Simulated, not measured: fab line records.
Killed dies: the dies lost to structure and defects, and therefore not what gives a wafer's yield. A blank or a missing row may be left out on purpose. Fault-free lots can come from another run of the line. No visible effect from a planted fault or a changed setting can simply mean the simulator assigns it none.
fab line records	flow n5_finfet
[record] lots = 6	wafers = 16	last_day = 18
route steps=1938 shown BEOL_M9@1410 PASSIVATION@1936
lots that met no fault: taken from a fault-free run of the same line
start_h: the number of hours between the record's first day and the start of the first shown wafer of the lot	wait_h: how many hours have passed since the lot's step before this one	" as in the row above	L1.1+2: one row covering several wafers at once	- value missing, or start not given	* or withheld: withheld	< > ~ a bound
route shown NAME@n: a module of which the file shows steps, and the number in the route of the first	usual: mean/standard deviation taken from wafers without a fault	same: alike in all rows	chamber/n: place in a boat	sites: each site's reading	_std_site: their standard deviation	_edge_site: inner sites' mean taken away from outer sites' mean	radius_mm: for every site, how far away it sits from the centre of the wafer	mask NAME#n: copy n	behind: the last tool/chamber to shape the wafer	hold: cause of the lot's hold/its duration in hours/its outcome	device: transistor that didn't switch, given as n, p or np	end of line: tests of these same wafers at the route's end	step lacking rows: just its recipe	killed: dies lost to structure and defects at the first sort, not the wafer's yield	map: a wafer's dies, x killed, . not, _ none there
set.NAME: the run value of the setting; set.NAME@STEP: its run value at that earlier step	model.NAME: the simulator's own value behind a step, which no gauge read
lots seen at some steps along the route; tables by step, rows by wafer
services: when a tool's chamber went out of use (start_h, in hours from the record's first day, below 0 if earlier), for how many hours, and the reason
[[steps]]
[step N5_BEOL_M9_SOFTBAKE_06]
[recipe] temp_c = 110	time_s = 60	resist = CAR-ArF
[step N5_BEOL_M9_EXPOSE_08]
[recipe] mask_id = M9	na = 1.35	source_shape = dipole	sigma_inner = 0.411	sigma_outer = 0.611	polarization = te	dose_mj = 53.75
[step N5_BEOL_M9_PEB_09]
[recipe] peb_temp_c = withheld	peb_time_s = 60	resist = CAR-ArF
[step N5_BEOL_M9_DEVELOP_10]
[recipe] develop_time_s = 30	developer = TMAH	resist = CAR-ArF	rinse_liquid = diw	dry = air_spin	dev_temp_c = 23
[step N5_BEOL_M9_CD_MEAS_11]
[recipe] target_cd_nm = 64.1	landing_energy_ev = 500	detector = se_inlens	polarity = opening
[usual] cd_nm = 64.1/0.42
lot.wafer	tool	chamber	start_h	wait_h	cd_nm
L193.1	cd_sem-01	0	215.30	-	63.6
L193.2	"	0	"	"	63.6
L193.5	"	0	"	"	64.0
L204.4	cd_sem-03	0	284.61	-	64.4
L204.5	"	0	"	"	64.1
L206.4	cd_sem-01	0	299.58	-	64.1
L206.5	"	0	"	"	64.2
L209.1	cd_sem-01	0	311.81	-	63.8
L209.5	"	0	"	"	63.8
L209.6	"	0	"	"	63.8
L210.3	cd_sem-01	0	320.08	-	63.4
L210.5	"	0	"	"	64.1
L210.6	"	0	"	"	64.3
L216.1	cd_sem-01	0	362.30	-	64.1
L216.3	"	0	"	"	64.4
L216.6	"	0	"	"	63.9
[step N5_BEOL_M9_OVL_MEAS_12]
[recipe] points_per_wafer = 44
[usual] M9_OVL = 0.1/0.85
lot.wafer	tool	chamber	start_h	wait_h	M9_OVL[nm]
L193.1	overlay-01	0	215.33	0.0	0.3
L193.2	"	0	"	"	-0.5
L193.5	"	0	"	"	0.6
L204.4	overlay-01	0	284.63	0.0	-0.2
L204.5	"	0	"	"	0.7
L206.4	overlay-02	0	299.60	0.0	1.6
L206.5	"	0	"	"	0.6
L209.1	overlay-01	0	311.84	0.0	0.3
L209.5	"	0	"	"	-1.4
L209.6	"	0	"	"	0.0
L210.3	overlay-01	0	320.10	0.0	0.1
L210.5	"	0	"	"	0.1
L210.6	"	0	"	"	0.0
L216.1	overlay-01	0	362.33	0.0	0.4
L216.3	"	0	"	"	0.5
L216.6	"	0	"	"	-0.1
[step N5_BEOL_M9_INSPECT_13]
[recipe] mode = adi	inspect_instrument = brightfield
[usual] raw_defect_count = 430/110
lot.wafer	tool	chamber	start_h	wait_h	raw_defect_count
L193.1	defect_inspect-01	-	215.36	0.0	353
L193.2	"	-	"	"	412
L193.5	"	-	"	"	484
L204.4	defect_inspect-02	-	284.66	0.0	401
L204.5	"	-	"	"	398
L206.4	defect_inspect-01	-	299.63	0.0	424
L206.5	"	-	"	"	575
L209.1	defect_inspect-02	-	311.87	0.0	392
L209.5	"	-	"	"	559
L209.6	"	-	"	"	503
L210.3	defect_inspect-02	-	320.13	0.0	320
L210.5	"	-	"	"	333
L210.6	"	-	"	"	321
L216.1	defect_inspect-01	-	362.35	0.0	416
L216.3	"	-	"	"	371
L216.6	"	-	"	"	424
[step N5_BEOL_M9_DESCUM_16]
[recipe] chemistry = O2	time_s = 7.9	source_power_w = 50	bias_power_w = 20	pressure_mtorr = 20	rf_frequency_hz = 2.712e+07	temp_c = 40	resist = CAR-ArF	o2_flow_sccm = 225
[usual] drypump_motor_current_A = 6.0/0.39	oes_product_au = 0.79/0.077	rf_vpp_V = 242.8/1.5	showerhead_plenum_p_Torr = 2.07/0.085	throttle_valve_pct = 20.48/0.22
[same] time_s = 7.9
lot.wafer	tool	chamber	start_h	wait_h	drypump_motor_current_A	oes_product_au	rf_hours_counter_h	rf_vpp_V	showerhead_plenum_p_Torr	throttle_valve_pct
L193.1	rie_diel-02	2	215.56	0.2	6.7	0.70	229	241.3	1.98	20.60
L193.2	"	0	"	"	6.5	0.68	242	245.0	2.15	20.51
L193.5	"	0	"	"	6.5	0.68	-	243.3	2.15	20.51
L204.4	rie_diel-01	3	284.69	0.0	6.0	0.70	208	242.7	2.07	20.50
L204.5	"	2	"	"	5.5	0.90	-	243.1	2.14	20.62
L206.4	rie_diel-03	1	299.68	0.0	6.2	0.74	-	240.7	1.92	20.44
L206.5	"	3	"	"	5.6	0.80	-	244.2	2.20	19.99
L209.1	rie_diel-02	1	311.90	0.0	5.9	0.77	143	242.0	2.02	20.49
L209.5	"	2	"	"	6.7	0.98	-	243.0	2.23	20.27
L209.6	"	1	"	"	5.9	0.77	-	241.2	2.02	20.50
L210.3	rie_diel-01	0	320.17	0.0	5.9	0.73	179	242.6	2.09	20.61
L210.5	"	2	"	"	5.5	0.87	-	241.7	2.13	20.63
L210.6	"	1	"	"	6.3	0.81	-	241.7	2.03	20.64
L216.1	rie_diel-03	3	362.38	0.0	5.6	0.78	103	245.5	2.20	20.00
L216.3	"	0	"	"	5.8	0.77	123	243.7	2.11	20.72
L216.6	"	1	"	"	6.1	0.73	-	239.6	1.91	20.46
[step N5_BEOL_M9_ETCH_61]
[recipe] chemistry = CF4	target = SiARC	target_depth_a = 390	mask_material = CAR-ArF	time_s = 65	ion_energy_ev = 80	pressure_mtorr = 40	source_w = 545	bias_w = 36	Ar_flow_sccm = 100	cf4_flow_sccm = 100	ends = cleared
[usual] drypump_motor_current_A = 6.0/0.39	etch_rf_on_time_s = 65.0/1	oes_product_au = 0.67/0.065	rf_vpp_V = 183.7/1.2	showerhead_plenum_p_Torr = 2.12/0.082	throttle_valve_pct = 15.65/0.21
lot.wafer	tool	chamber	start_h	wait_h	drypump_motor_current_A	etch_rf_on_time_s	oes_product_au	rf_hours_counter_h	rf_vpp_V	showerhead_plenum_p_Torr	throttle_valve_pct
L193.1	rie_diel-02	2	215.59	0.0	6.7	66.3	0.59	229	182.5	2.03	15.80
L193.2	"	0	"	"	6.5	66.4	0.58	242	185.2	2.20	15.76
L193.5	"	0	"	"	6.5	66.7	0.58	-	183.5	2.20	15.76
L204.4	rie_diel-01	3	284.73	0.0	6.0	63.8	0.61	208	183.3	2.13	15.76
L204.5	"	2	"	"	5.5	63.6	0.77	-	185.6	2.18	15.67
L206.4	rie_diel-03	1	299.72	0.0	6.2	66.1	0.64	-	180.9	1.97	15.62
L206.5	"	3	"	"	5.6	65.2	0.68	-	185.0	2.25	15.20
L209.1	rie_diel-02	1	311.93	0.0	5.9	64.7	0.64	143	183.7	2.06	15.63
L209.5	"	2	"	"	6.7	65.7	0.82	-	184.2	2.27	15.38
L209.6	"	1	"	"	5.9	64.1	0.64	-	181.9	2.06	15.64
L210.3	rie_diel-01	0	320.20	0.0	5.9	66.1	0.62	179	183.2	2.13	15.78
L210.5	"	2	"	"	5.5	65.6	0.75	-	184.7	2.18	15.70
L210.6	"	1	"	"	6.3	64.1	0.70	-	183.7	2.08	15.82
L216.1	rie_diel-03	3	362.42	0.0	5.6	64.7	0.66	103	184.9	2.24	15.24
L216.3	"	0	"	"	5.8	65.6	0.66	123	183.5	2.15	15.81
L216.6	"	1	"	"	6.2	66.1	0.62	-	182.3	1.96	15.66
[step N5_BEOL_M9_ETCH_62]
[recipe] chemistry = N2/H2	target = SOC	target_depth_a = 1100	overetch_a = 220	mask_material = SiARC	temp_c = 40	time_s = 165	ion_energy_ev = 200	pressure_mtorr = 30	source_w = 840	bias_w = 150	n2_flow_sccm = 200	h2_flow_sccm = 200
[usual] drypump_motor_current_A = 6.0/0.39	oes_product_au = 0.67/0.062	rf_vpp_V = 523/3	showerhead_plenum_p_Torr = 2.52/0.1	throttle_valve_pct = 17.87/0.22
[same] time_s = 165
lot.wafer	tool	chamber	start_h	wait_h	drypump_motor_current_A	oes_product_au	rf_hours_counter_h	rf_vpp_V	showerhead_plenum_p_Torr	throttle_valve_pct
L193.1	rie_diel-02	2	215.64	0.0	6.7	0.59	229	519	2.40	17.98
L193.2	"	0	"	"	6.5	0.58	242	526	2.61	17.96
L193.5	"	0	"	"	6.5	0.58	-	524	2.61	17.94
L204.4	rie_diel-01	3	284.78	0.0	6.0	0.61	208	523	2.51	17.87
L204.5	"	2	"	"	5.5	0.76	-	526	2.59	18.02
L206.4	rie_diel-03	1	299.81	0.1	6.2	0.64	-	517	2.33	17.85
L206.5	"	3	"	"	5.6	0.68	-	528	2.68	17.39
L209.1	rie_diel-02	1	311.98	0.0	5.9	0.64	143	520	2.45	17.91
L209.5	"	2	"	"	6.7	0.83	-	530	2.71	17.58
L209.6	"	1	"	"	5.9	0.63	-	522	2.45	17.90
L210.3	rie_diel-01	0	320.25	0.0	5.9	0.63	179	523	2.54	17.98
L210.5	"	2	"	"	5.5	0.74	-	525	2.58	18.06
L210.6	"	1	"	"	6.3	0.70	-	522	2.46	17.94
L216.1	rie_diel-03	3	362.47	0.0	5.6	0.65	103	526	2.67	17.43
L216.3	"	0	"	"	5.8	0.65	123	524	2.55	18.16
L216.6	"	1	"	"	6.2	0.63	-	519	2.33	17.91
[step N5_BEOL_M9_STRIP_68]
[recipe] chemistry = N2/H2	temp_c = 40	n2_flow_sccm = 200	h2_flow_sccm = 200	rf_frequency_hz = 6e+07
[step N5_BEOL_M9_STRIP_67]
[recipe] chemistry = CF4	resist = SiARC	power_w = 300	bias_power_w = 75	pressure_mtorr = 50	cf4_flow_sccm = 150	rf_frequency_hz = 6e+07
[usual] drypump_motor_current_A = 6.0/0.39	oes_product_au = 0.79/0.074	rf_vpp_V = 270.9/1.7	showerhead_plenum_p_Torr = 1.78/0.068	throttle_valve_pct = 13.62/0.21
lot.wafer	tool	chamber	start_h	wait_h	drypump_motor_current_A	oes_product_au	rf_hours_counter_h	rf_vpp_V	showerhead_plenum_p_Torr	throttle_valve_pct
L193.1	rie_diel-02	2	215.79	0.0	6.7	0.70	229	271.0	1.70	13.81
L193.2	"	0	"	"	6.5	0.68	242	271.3	1.84	13.78
L193.5	"	0	"	"	6.5	0.68	-	272.2	1.84	13.80
L204.4	rie_diel-01	3	284.92	0.0	6.0	0.71	208	271.8	1.78	13.77
L204.5	"	2	"	"	5.5	0.89	-	271.9	1.84	13.64
L206.4	rie_diel-03	1	299.90	0.0	6.2	0.75	-	268.9	1.66	13.62
L206.5	"	3	"	"	5.6	0.80	-	274.0	1.89	13.19
L209.1	rie_diel-02	1	312.13	0.0	5.9	0.76	143	269.5	1.73	13.61
L209.5	"	2	"	"	6.7	0.97	-	272.0	1.90	13.30
L209.6	"	1	"	"	5.9	0.76	-	270.3	1.73	13.60
L210.3	rie_diel-01	0	320.40	0.0	5.9	0.74	179	270.5	1.79	13.79
L210.5	"	2	"	"	5.5	0.88	-	273.0	1.83	13.67
L210.6	"	1	"	"	6.3	0.82	-	268.7	1.75	13.78
L216.1	rie_diel-03	3	362.62	0.0	5.6	0.78	103	274.1	1.88	13.23
L216.3	"	0	"	"	5.9	0.77	123	270.7	1.80	13.79
L216.6	"	1	"	"	6.2	0.74	-	268.2	1.65	13.68
[step N5_BEOL_M9_HM_OPEN_17]
[recipe] chemistry = Cl2/BCl3	target_depth_a = 200	overetch_a = 60	target = TiN	mask_material = SOC	ion_energy_ev = 150	pressure_mtorr = 10	icp_w = 1000	bias_w = 126	Cl2_flow_sccm = 53.25	bcl3_flow_sccm = 21.75	Ar_flow_sccm = 25
[usual] bcl3_flow_sccm = 21.76/0.065	drypump_motor_current_A = 5.7/0.51	oes_product_au = 0.67/0.041	throttle_valve_pct = 22.17/0.13
lot.wafer	tool	chamber	start_h	wait_h	bcl3_flow_sccm	drypump_motor_current_A	oes_product_au	rf_hours_counter_h	throttle_valve_pct	model.SOC_of_BEOL_M9_COAT_59.thk_nm
L193.1	rie_metal-02	1	215.83	0.0	21.65	5.2	0.68	25	22.40	92.6
L193.2	"	0	"	"	21.60	4.8	0.68	39	22.03	92.4
L193.5	"	1	"	"	21.66	5.2	0.69	-	22.40	92.4
L204.4	rie_metal-01	0	284.99	0.1	21.81	6.3	0.72	-	22.25	92.2
L204.5	"	1	"	"	21.76	5.6	0.62	-	22.20	94.2
L206.4	rie_metal-01	0	299.96	0.1	21.80	6.4	0.71	-	22.24	93
L206.5	"	0	"	"	21.75	6.3	0.70	-	22.26	94.6
L209.1	rie_metal-02	0	312.17	0.0	21.73	4.8	0.65	48	22.04	92
L209.5	"	1	"	"	21.82	5.2	0.67	-	22.42	92
L209.6	"	0	"	"	21.70	4.8	0.66	-	22.05	92.2
L210.3	rie_metal-03	0	320.53	0.1	21.74	6.2	0.69	-	21.99	92
L210.5	"	0	"	"	21.78	6.3	0.69	-	21.99	92
L210.6	"	1	"	"	21.73	5.5	0.72	-	22.07	92.4
L216.1	rie_metal-01	1	362.66	0.0	21.79	5.6	0.61	59	22.20	91.8
L216.3	"	0	"	"	21.81	6.4	0.70	-	22.25	91.4
L216.6	"	0	"	"	21.85	6.4	0.70	-	22.26	91.8
[step N5_BEOL_M9_STRIP_19]
[recipe] chemistry = O2	power_w = 400	temp_c = 40	pressure_mtorr = 30	rf_frequency_hz = 6e+07	bias_power_w = 0	overash_fraction = 0.2	o2_flow_sccm = 225
[usual] drypump_motor_current_A = 5.9/0.38	oes_product_au = 0.79/0.08	rf_vpp_V = 3.6/0.65	showerhead_plenum_p_Torr = 2.08/0.079	throttle_valve_pct = 16.73/0.21
lot.wafer	tool	chamber	start_h	wait_h	drypump_motor_current_A	oes_product_au	rf_hours_counter_h	rf_vpp_V	showerhead_plenum_p_Torr	throttle_valve_pct
L193.1	rie_diel-01	3	216.05	0.2	6.0	0.72	191	4.2	2.08	16.75
L193.2	"	2	"	"	5.5	0.97	0	2.9	2.15	16.74
L193.5	"	3	"	"	6.0	0.72	-	2.4	2.08	16.77
L204.4	rie_diel-02	2	285.09	0.1	6.7	0.69	-	3.8	1.97	16.93
L204.5	"	1	"	"	5.9	0.77	-	3.8	2.03	16.71
L206.4	rie_diel-02	1	300.06	0.1	5.9	0.77	-	4.3	2.03	16.72
L206.5	"	3	"	"	5.3	0.79	-	4.1	2.02	16.85
L209.1	rie_diel-03	1	312.28	0.1	6.2	0.74	169	4.9	1.92	16.71
L209.5	"	0	"	"	5.9	0.78	-	3.9	2.12	16.92
L209.6	"	1	"	"	6.2	0.74	-	2.8	1.92	16.70
L210.3	rie_diel-01	3	320.61	0.1	6.0	0.70	220	4.7	2.07	16.80
L210.5	"	3	"	"	6.0	0.70	-	3.5	2.07	16.82
L210.6	"	0	"	"	5.9	0.73	-	3.3	2.09	16.86
L216.1	rie_diel-03	3	362.78	0.1	5.6	0.77	103	3.2	2.20	16.26
L216.3	"	2	"	"	5.9	0.95	13	3.4	2.06	16.65
L216.6	"	3	"	"	5.6	0.78	-	3.6	2.20	16.28
[step N5_PASSIVATION_PROBE_49]
[usual] defect_limited_yield = 91.3/1.4	killed_at_M0_to_M3 = 33/10	killed_at_M4_up = 15/6.1	killed_at_contacts = 12/6.7	killed_at_front_end = 39/11	killed_at_other = 4/3.3	killed_dies = 103/16	killed_open = 68/12	killed_short = 34/7.2	sort_bin_5_function = 5.1/0.88	sort_bin_6_memory = 3.3/0.67	sort_n_pass = 1077/16	sort_yield_pct = 91.3/1.4
[same] gross_dies = 1180	killed_at_back_side = 0	sort_bin_4_leakage[%] = 0	sort_bin_8_speed[%] = 0
lot.wafer	tool	chamber	start_h	wait_h	defect_limited_yield[%]	killed_at_M0_to_M3	killed_at_M4_up	killed_at_contacts	killed_at_front_end	killed_at_other	killed_dies	killed_open	killed_short	sort_bin_5_function[%]	sort_bin_6_memory[%]	sort_n_pass	sort_yield_pct[%]
L193.1	prober-01	-	281.72	0.0	92.5	33	5	8	37	5	88	56	30	4.1	3.1	1092	92.5
L193.2	prober-01	-	281.77	0.1	90.2	56	10	13	34	3	116	80	34	6.2	3.1	1064	90.2
L193.5	prober-01	-	281.92	0.2	91.9	43	14	2	26	11	96	50	43	4.4	3.3	1084	91.9
L204.4	prober-02	-	342.83	0.2	91.2	21	15	22	40	6	104	73	31	5.1	3.4	1076	91.2
L204.5	prober-02	-	342.88	0.2	90.6	27	20	23	33	8	111	83	26	5.1	4.1	1069	90.6
L206.4	prober-01	-	359.80	0.2	90.8	49	7	16	36	1	109	69	38	5.4	3.7	1071	90.8
L206.5	prober-01	-	359.85	0.2	92.8	26	11	9	36	3	85	65	19	4.8	2.3	1095	92.8
L209.1	prober-02	-	380.45	0.0	90.3	39	10	15	50	1	115	75	39	5.0	4.6	1065	90.3
L209.5	prober-02	-	380.65	0.2	90.8	31	10	20	45	3	109	76	32	5.5	3.5	1071	90.8
L209.6	prober-02	-	380.70	0.3	90.8	53	5	9	39	2	108	63	45	5.9	2.9	1072	90.8
L210.3	prober-02	-	389.73	0.1	92.6	36	9	3	37	2	87	55	30	4.8	2.1	1093	92.6
L210.5	prober-02	-	389.83	0.2	91.8	27	8	29	28	5	97	59	37	5.3	2.3	1083	91.8
L210.6	prober-02	-	389.88	0.3	89.6	52	15	10	43	3	123	74	47	6.6	3.1	1057	89.6
L216.1	prober-02	-	428.16	0.0	92.6	20	14	9	32	12	87	59	26	4.0	2.9	1093	92.6
L216.3	prober-02	-	428.26	0.1	92.5	21	18	14	30	6	89	65	22	4.2	3.1	1091	92.5
L216.6	prober-02	-	428.41	0.3	93.1	22	12	10	32	6	82	51	30	4.2	2.8	1098	93.1
// killed by level:class
L193.1 BEOL_M3:geometric_particle:open=10 FIN_SAQP:geometric_particle:open=9 FIN_SAQP:geometric_particle:short=9 BEOL_M1:geometric_particle:open=9 MOL_CONTACT_COAG:geometric_particle:open=5 BEOL_M0:geometric_particle:open=4 STI_FIN_REVEAL:geometric_particle:open=3 GATE_CUT:geometric_particle:short=3
L193.2 BEOL_M3:geometric_particle:open=22 BEOL_M1:geometric_particle:open=12 FIN_SAQP:geometric_particle:open=10 MOL_CONTACT_COAG:geometric_particle:open=9 FIN_SAQP:geometric_particle:short=5 BEOL_M3:geometric_particle:short=5 STI_FIN_REVEAL:geometric_particle:open=4 MOL_CONTACT_COAG:geometric_particle:short=4
L193.5 BEOL_M3:geometric_particle:open=10 BEOL_M1:geometric_particle:open=7 FIN_SAQP:geometric_particle:short=6 BEOL_M1:geometric_particle:short=6 BEOL_M2:geometric_particle:open=6 BEOL_M0:geometric_particle:short=5 PASS1_CAP:geometric_particle:short=5 STI_FIN_REVEAL:geometric_particle:open=4
L204.4 MOL_CONTACT_COAG:geometric_particle:open=18 FIN_SAQP:geometric_particle:open=15 FIN_SAQP:geometric_particle:short=9 BEOL_M0_SAQP:geometric_particle:short=5 BEOL_M4:geometric_particle:open=5 MOL_CONTACT_COAG:geometric_particle:short=4 BEOL_M0_SAQP:geometric_particle:open=4 BEOL_M2:geometric_particle:open=4
L204.5 MOL_CONTACT_COAG:geometric_particle:open=21 BEOL_M0_SAQP:geometric_particle:open=7 BEOL_M4:geometric_particle:open=7 DUMMY_GATE:geometric_particle:open=6 BEOL_M2:geometric_particle:open=6 BEOL_M3:geometric_particle:open=6 FIN_SAQP:geometric_particle:open=5 FIN_SAQP:geometric_particle:short=5
L206.4 BEOL_M0_SAQP:geometric_particle:open=14 MOL_CONTACT_COAG:geometric_particle:open=13 BEOL_M3:geometric_particle:open=10 BEOL_M0_SAQP:geometric_particle:short=10 STI_FIN_REVEAL:geometric_particle:open=9 GATE_CUT:geometric_particle:short=6 BEOL_M3:geometric_particle:short=6 FIN_SAQP:geometric_particle:open=4
L206.5 STI_FIN_REVEAL:geometric_particle:open=12 BEOL_M3:geometric_particle:open=9 MOL_CONTACT_COAG:geometric_particle:open=7 BEOL_M2:geometric_particle:open=7 FIN_SAQP:geometric_particle:short=6 FIN_SAQP:geometric_particle:open=5 STARTING-WAFER:geometric_particle:open=5 BEOL_M1:geometric_particle:open=4
L209.1 BEOL_M0_SAQP:geometric_particle:open=15 MOL_CONTACT_COAG:geometric_particle:open=13 FIN_SAQP:geometric_particle:short=11 BEOL_M0_SAQP:geometric_particle:short=9 STI_FIN_REVEAL:geometric_particle:open=8 FIN_SAQP:geometric_particle:open=7 DUMMY_GATE:geometric_particle:open=7 BEOL_M1:geometric_particle:open=4
L209.5 BEOL_M3:geometric_particle:open=18 MOL_CONTACT_COAG:geometric_particle:open=15 FIN_SAQP:geometric_particle:short=10 STI_FIN_REVEAL:geometric_particle:open=9 DUMMY_GATE:geometric_particle:open=8 BEOL_M0_SAQP:geometric_particle:short=7 BEOL_M4:geometric_particle:open=6 FIN_SAQP:geometric_particle:open=5
L209.6 BEOL_M0_SAQP:geometric_particle:short=21 STI_FIN_REVEAL:geometric_particle:open=13 BEOL_M0_SAQP:geometric_particle:open=12 MOL_CONTACT_COAG:geometric_particle:open=8 FIN_SAQP:geometric_particle:short=7 BEOL_M2:geometric_particle:open=6 STI_FIN_REVEAL:geometric_particle:short=4 BEOL_M2:geometric_particle:short=4
L210.3 BEOL_M0_SAQP:geometric_particle:open=13 BEOL_M0_SAQP:geometric_particle:short=11 FIN_SAQP:geometric_particle:short=10 STI_FIN_REVEAL:geometric_particle:open=9 FIN_SAQP:geometric_particle:open=6 BEOL_M1:geometric_particle:open=4 BEOL_M2:geometric_particle:open=4 BEOL_M3:geometric_particle:open=3
L210.5 MOL_CONTACT_COAG:geometric_particle:open=24 BEOL_M0_SAQP:geometric_particle:short=10 FIN_SAQP:geometric_particle:short=8 STI_FIN_REVEAL:geometric_particle:open=6 MOL_CONTACT_COAG:geometric_particle:short=5 BEOL_M0_SAQP:geometric_particle:open=5 FIN_SAQP:geometric_particle:open=4 DUMMY_GATE:geometric_particle:open=3
L210.6 STI_FIN_REVEAL:geometric_particle:open=13 BEOL_M0_SAQP:geometric_particle:short=13 FIN_SAQP:geometric_particle:short=10 BEOL_M3:geometric_particle:open=9 MOL_CONTACT_COAG:geometric_particle:open=8 BEOL_M0_SAQP:geometric_particle:open=8 BEOL_M1:geometric_particle:open=8 BEOL_M4:geometric_particle:open=7
L216.1 FIN_SAQP:geometric_particle:open=8 BEOL_M4:geometric_particle:open=6 MOL_CONTACT_COAG:geometric_particle:open=5 BEOL_M0_SAQP:geometric_particle:open=5 STI_FIN_REVEAL:geometric_particle:open=4 GATE_CUT:geometric_particle:short=4 MOL_CONTACT_COAG:geometric_particle:short=4 BEOL_M1:geometric_particle:open=4
L216.3 BEOL_M4:geometric_particle:open=14 MOL_CONTACT_COAG:geometric_particle:open=12 BEOL_M1:geometric_particle:open=11 STI_FIN_REVEAL:geometric_particle:open=5 GATE_CUT:geometric_particle:short=5 BEOL_M1:geometric_particle:short=5 STARTING-WAFER:geometric_particle:short=4 FIN_SAQP:geometric_particle:open=3
L216.6 MOL_CONTACT_COAG:geometric_particle:open=10 BEOL_M0_SAQP:geometric_particle:short=9 STI_FIN_REVEAL:geometric_particle:open=5 FIN_SAQP:geometric_particle:short=4 GATE_CUT:geometric_particle:short=4 BEOL_M1:geometric_particle:open=4 FIN_SAQP:geometric_particle:open=3 DUMMY_GATE:geometric_particle:open=3
[[services]]
tool	chamber	start_h	hours	kind
rie_metal-02	-	196.29	1.2	repair
rie_diel-01	3	229.61	8.4	repair
rie_diel-03	2	257.83	5.3	repair
rie_diel-02	0	263.58	-	clean
rie_diel-02	0	263.58	-	consumable_replace:focus_ring
rie_diel-02	0	263.58	23.1	scheduled_down
rie_diel-02	0	263.58	23.1	vent_cycle
rie_diel-02	2	290.18	-	clean
rie_diel-02	2	290.18	-	consumable_replace:focus_ring
rie_diel-02	2	290.18	-	consumable_replace:showerhead
rie_diel-02	2	290.18	17.8	scheduled_down
rie_diel-02	2	290.18	17.8	vent_cycle
rie_metal-01	-	296.34	2.8	pm
rie_diel-03	2	297.32	-	clean
rie_diel-03	2	297.32	-	consumable_replace:focus_ring
rie_diel-03	2	297.32	15.2	scheduled_down
rie_diel-03	2	297.32	15.2	vent_cycle
rie_diel-03	3	305.87	4.8	repair
rie_metal-01	0	317.84	18.3	repair
rie_metal-01	-	319.84	1.1	repair
rie_diel-02	-	325.54	2.8	pm
rie_diel-02	1	340.70	5.4	repair
rie_diel-03	2	357.57	5.0	repair
[[key]]
first_sign none at tools or gauges
[model_effect] step = N5_BEOL_M9_HM_OPEN_17	value = SOC_of_BEOL_M9_COAT_59.thk_nm	without = 92.7	struck = 94.4
met_at N5_BEOL_M9_HM_OPEN_17
struck_wafers L204.5,L206.5
[fault] kind = process_parameter_drift	tool = rie_metal-01	chamber = -	onset_h = 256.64	steps = N5_BEOL_M9_HM_OPEN_17	channel = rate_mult	offset = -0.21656	shape = step	end_h = 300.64	scope = struck_wafers_only
